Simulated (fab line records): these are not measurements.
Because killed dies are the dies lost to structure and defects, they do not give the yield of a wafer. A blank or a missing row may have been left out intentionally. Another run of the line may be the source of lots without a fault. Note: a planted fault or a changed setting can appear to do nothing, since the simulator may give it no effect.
Matching of chambers || flow n5Finfet || rieDiel-04 running N5_HKMG_FIN_STRIP_92: 4 sister chambers
The step strips SOC in N2/H2, time 20 s. 4 wafers are shown with their chamber, then 10 later ones without.

WAFERS, EACH WITH ITS CHAMBER
{"wafer": "L089.1", "chamber": 2, "throttleValvePct (%)": 19.2}
{"wafer": "L090.3", "chamber": 3, "throttleValvePct (%)": 18.7}
{"wafer": "L092.1", "chamber": 0, "throttleValvePct (%)": 18.6}
{"wafer": "L092.3", "chamber": 1, "throttleValvePct (%)": 18.6}

WAFERS WHOSE CHAMBER IS MISSING
{"wafer": "L092.4", "throttleValvePct (%)": 18.7}
{"wafer": "L093.1", "throttleValvePct (%)": 19.3}
{"wafer": "L093.4", "throttleValvePct (%)": 18.7}
{"wafer": "L093.5", "throttleValvePct (%)": 18.6}
{"wafer": "L095.2", "throttleValvePct (%)": 19.3}
{"wafer": "L095.3", "throttleValvePct (%)": 18.6}
{"wafer": "L095.5", "throttleValvePct (%)": 18.8}
{"wafer": "L097.3", "throttleValvePct (%)": 18.6}
{"wafer": "L097.5", "throttleValvePct (%)": 18.6}
{"wafer": "L097.6", "throttleValvePct (%)": 18.8}

WHICH CHAMBER EACH ONE RAN IN
{"wafer": "L092.4", "from the rows above": "can't be placed: 3 or 0 or 1", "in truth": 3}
{"wafer": "L093.1", "from the rows above": 2, "in truth": 2}
{"wafer": "L093.4", "from the rows above": "can't be placed: 3 or 0 or 1", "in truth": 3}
{"wafer": "L093.5", "from the rows above": "can't be placed: 0 or 1 or 3", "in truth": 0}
{"wafer": "L095.2", "from the rows above": 2, "in truth": 2}
{"wafer": "L095.3", "from the rows above": "can't be placed: 0 or 1 or 3", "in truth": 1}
{"wafer": "L095.5", "from the rows above": "can't be placed: 3 or 0 or 1", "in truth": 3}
{"wafer": "L097.3", "from the rows above": "can't be placed: 0 or 1 or 3", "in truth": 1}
{"wafer": "L097.5", "from the rows above": "can't be placed: 0 or 1 or 3", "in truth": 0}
{"wafer": "L097.6", "from the rows above": "can't be placed: 3 or 0 or 1", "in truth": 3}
Placed correctly: 2 of 10. Unplaceable from these rows: 8, with the true chamber sitting among the candidates in 8. Number placed wrongly: 0.
How it was worked out, from the rows above alone: a wafer's distance from a chamber is the root of the sum, over the readings, of the square of ((its reading less the chamber's mean) divided by the reading's scatter). The wafer belongs to the nearest chamber; if the next one is less than 2 further off, it can't be placed. A chamber's mean is the mean of its shown wafers. The scatter (one wafer shown for each chamber): square how far every hidden wafer sits from the nearest shown wafer, average those squares and take the square root.
